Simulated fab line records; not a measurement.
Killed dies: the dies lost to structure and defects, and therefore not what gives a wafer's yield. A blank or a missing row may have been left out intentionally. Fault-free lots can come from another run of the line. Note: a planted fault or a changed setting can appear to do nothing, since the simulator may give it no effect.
Which tool was responsible? -- flow nand harc -- 35 wafers from 12 lots sampled at 5 of the route's 1302 steps

## WHAT EACH GAUGE READ, for each wafer
NHARC_END_SORT_01.
lot,measured,on,killed at array,killed at other,killed at periphery,killed dies,killed open,killed short
L514,day 24 03:50,prober-02,99 101 81,0 0 0,4 2 3,103 103 84,6 3 3,2 5 3
L515,day 24 19:50,prober-01,85 79 71,1 0 1,5 3 1,91 82 73,3 2 2,4 2 2
L516,day 24 20:43,prober-02,42 49 44,0 1 2,7 7 10,49 57 56,1 2 1,1 4 2
L517,day 25 04:47,prober-01,76 98 94,1 2 1,0 1 2,77 101 97,4 5 2,1 1 5
L519,day 26 10:00,prober-02,57 62 57,2 0 0,1 5 1,60 67 58,3 5 4,0 4 5
L521,day 26 23:10,prober-02,88 96 93,1 0 1,4 3 1,93 99 95,5 5 1,3 4 4
L522,day 28 08:25,prober-01,69 85 83,6 0 1,2 1 2,77 86 86,6 5 3,2 1 3
L525,day 28 14:43,prober-02,38 35 41,1 4 1,7 9 11,46 48 53,3 5 3,5 0 5
L529,day 29 14:22,prober-02,36 35 33,0 0 0,5 2 4,41 37 37,6 0 1,5 6 5
L530,day 31 15:32,prober-02,80 80 91,0 0 0,8 4 6,88 84 97,4 2 3,2 4 4
L533,day 33 05:25,prober-01,48 44,0 0,5 12,53 56,3 3,2 2
L537,day 33 18:38,prober-01,38 54 46,0 0 1,2 2 6,40 56 53,1 1 2,3 1 1

## EACH LOT AND THE TOOL THAT RAN IT (in order: tool; ch and the chambers of the sampled wafers; start)
lot,NHARC_A_SLIT_DESCUM_14,NHARC_A_WL_FILL_ETCHBACK_05,NHARC_A_WL_FILL_ETCHBACK_16,NHARC_A_WL_FILL_ETCHBACK_26
L514,"rie diel-03 ch 2,3, day 19 13:40","rie metal-01 ch 0,1, day 20 04:35","rie diel-05 ch 0,2,3, day 20 19:13 or earlier","rie si-05 ch 0,2,3, day 20 19:13"
L515,"rie diel-06 ch 0,1, day 20 02:43","rie metal-02 ch 0,1, day 20 20:58","rie diel-05 ch 1,2, day 21 13:17 or earlier","rie si-04 ch 1,2,3, day 21 13:17"
L516,"rie diel-06 ch 0,2,3, day 20 03:43","rie metal-03 ch 0, day 20 21:13","rie diel-01 ch 2,3, day 21 15:46 or earlier","rie si-02 ch 2,3, day 21 15:46"
L517,"rie diel-03 ch 0,1,3, day 20 12:57","rie metal-01 ch 0,1, day 21 04:06","rie diel-01 ch 0,1,2, day 21 19:40 or earlier","rie si-04 ch 1,2,3, day 21 19:40"
L519,"rie diel-03 ch 0,3, day 21 18:02","rie metal-02 ch 0,1, day 22 07:40","rie diel-01 ch 1,2,3, day 23 01:44 or earlier","rie si-04 ch 1,2, day 23 01:44"
L521,"rie diel-11 ch 0,3, day 22 09:09","rie metal-02 ch 0,1, day 23 00:05","rie diel-01 ch 1,2,3, day 23 15:05 or earlier","rie si-02 ch 0,2,3, day 23 15:05"
L522,"rie diel-06 ch 0,2, day 23 06:20","rie metal-03 ch 0,1, day 23 21:25","rie diel-10 ch 0,1,2, day 24 12:56 or earlier","rie si-02 ch 2,3, day 24 12:56"
L525,"rie diel-03 ch 2,3, day 24 03:20","rie metal-03 ch 0, day 24 18:08","rie diel-01 ch 0,2, day 25 09:40 or earlier","rie si-02 ch 1,2,3, day 25 09:40"
L529,"rie diel-11 ch 1,2, day 25 03:23","rie metal-01 ch 0,1, day 25 17:56","rie diel-05 ch 1,2,3, day 26 09:32 or earlier","rie si-02 ch 0,2,3, day 26 09:32"
L530,"rie diel-06 ch 1,2,3, day 26 20:39","rie metal-03 ch 0,1, day 27 11:37","rie diel-05 ch 0,2,3, day 28 05:28 or earlier","rie si-04 ch 0,2,3, day 28 05:28"
L533,"rie diel-06 ch 0,3, day 27 16:47","rie metal-03 ch 0,1, day 28 11:01","rie diel-05 ch 0,1, day 29 05:13 or earlier","rie si-05 ch 1,2, day 29 05:13"
L537,"rie diel-06 ch 2,3, day 29 03:44","rie metal-02 ch 0,1, day 29 18:17","rie diel-01 ch 0,3, day 30 11:49 or earlier","rie si-02 ch 2,3, day 30 11:49"
- NHARC_A_SLIT_DESCUM_14: chemistry O2, time 3 s.
- NHARC_A_WL_FILL_ETCHBACK_05: etches the open film in Cl2/BCl3, target depth 22 nm, time 60 s.
- NHARC_A_WL_FILL_ETCHBACK_16: etches the open film in C4F8/O2/Ar, target depth 120 nm, time 24 s.
- NHARC_A_WL_FILL_ETCHBACK_26: etches the open film in HBr, target depth 52 nm, time 13.3 s.

## AS READ BY THE TOOLS THEMSELVES (means over the sampled wafers that have a number; for cases with no such wafer, the mark the record gives instead)
NHARC_A_SLIT_DESCUM_14.
lot,tool,drypump motor current A (A),oes product au (a.u.),rf vpp V (V),showerhead plenum p Torr (Torr),throttle valve pct (%)
L514,rie diel-03,5.2,1.009,58.8,2.03,11.313
L515,rie diel-06,5.7,0.990,58.1,1.98,11.307
L516,rie diel-06,6.0,1.007,58.4,1.92,11.303
L517,rie diel-03,5.4,1.001,58.5,1.94,11.314
L519,rie diel-03,5.2,0.998,57.9,1.99,11.306
L521,rie diel-11,5.9,1.000,57.9,1.92,11.313
L522,rie diel-06,6.1,0.996,57.5,1.98,11.319
L525,rie diel-03,5.6,1.001,57.9,2.01,11.307
L529,rie diel-11,6.0,1.005,58.9,2.00,11.315
L530,rie diel-06,5.8,0.992,58.3,1.90,11.317
L533,rie diel-06,6.0,1.010,57.8,1.94,11.321
L537,rie diel-06,6.0,0.999,57.8,1.87,11.308

NHARC_A_WL_FILL_ETCHBACK_05.
lot,tool,drypump motor current A (A),oes product au (a.u.),temp c (C)
L514,rie metal-01,5.5,0.996,40.01
L515,rie metal-02,5.7,1.004,40.07
L516,rie metal-03,6.5,0.999,39.90
L517,rie metal-01,5.2,1.000,40.06
L519,rie metal-02,5.7,1.011,39.93
L521,rie metal-02,5.8,0.996,40.13
L522,rie metal-03,6.2,0.980,39.95
L525,rie metal-03,6.5,0.984,39.83
L529,rie metal-01,5.5,0.996,40.03
L530,rie metal-03,6.3,1.102,39.94
L533,rie metal-03,6.3,1.327,40.03
L537,rie metal-02,5.7,0.992,39.95

NHARC_A_WL_FILL_ETCHBACK_16.
lot,tool,oes product au (a.u.),rf vpp V (V)
L514,rie diel-05,0.961,720
L515,rie diel-05,0.989,719
L516,rie diel-01,0.926,725
L517,rie diel-01,0.963,723
L519,rie diel-01,0.995,722
L521,rie diel-01,0.930,723
L522,rie diel-10,0.998,726
L525,rie diel-01,0.997,725
L529,rie diel-05,1.005,719
L530,rie diel-05,0.989,720
L533,rie diel-05,0.993,722
L537,rie diel-01,1.003,718

NHARC_A_WL_FILL_ETCHBACK_26.
lot,tool,drypump motor current A (A),oes product au (a.u.),throttle valve pct (%)
L514,rie si-05,5.6,1.002,23.258
L515,rie si-04,6.1,0.988,23.264
L516,rie si-02,5.2,0.990,23.258
L517,rie si-04,6.1,0.995,23.267
L519,rie si-04,6.2,0.999,23.264
L521,rie si-02,5.6,0.997,23.263
L522,rie si-02,5.4,0.991,23.263
L525,rie si-02,5.5,0.994,23.268
L529,rie si-02,5.6,0.995,23.275
L530,rie si-04,6.1,0.999,23.258
L533,rie si-05,6.0,1.001,23.270
L537,rie si-02,5.4,1.009,23.262

## THE ANSWER, worked out from the rows above alone
Rule: the lots themselves supply what counts as usual. The widest of any qualifying gaps counts: lots, ordered by their means at a reading, are off when they make up no more than a third of the lots, leave a main group of 4 or more, and stand apart from it by 3 or more times the standard deviation of that group's means. If all means in a main group match to the digits the tables above print for the reading, that group is not used. Also off: a lot with no number at a reading for which 4 or more lots have one. Any other lot the step has rows for is counted as sound. Order of review: gauges by route order, followed by the tools' own readings, for which a lot's mean as printed above is used. At the first step where some lot is off, the reading lying furthest off is the one used; lots without a number count as furthest.
Off: L530, L533 (NHARC_A_WL_FILL_ETCHBACK_05, oes product au). The main group: mean 0.996 a.u., standard deviation 0.0085.
If a tool, at that step or one of the process steps before it, ran each lot that is off and ran no sound lot following the first of them, it fits. One candidate fits, namely rie metal-03 at NHARC_A_WL_FILL_ETCHBACK_05. A fault onset in the window from L525 (day 24 18:08, its last sound lot) to L530 (day 27 11:37, its first lot off) fits.
On the lots that are off, the tool's own readings at NHARC_A_WL_FILL_ETCHBACK_05 differ by more than 5 times the standard deviation of the sound lots' means, which bears it out; oes product au reads 1.215 a.u. there versus 0.996 a.u. on the sound lots.

## WHAT HAD BEEN PUT IN BY THE SIMULATOR
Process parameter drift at NHARC_A_WL_FILL_ETCHBACK_05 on rie metal-03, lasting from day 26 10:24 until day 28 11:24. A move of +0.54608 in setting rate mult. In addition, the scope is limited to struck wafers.
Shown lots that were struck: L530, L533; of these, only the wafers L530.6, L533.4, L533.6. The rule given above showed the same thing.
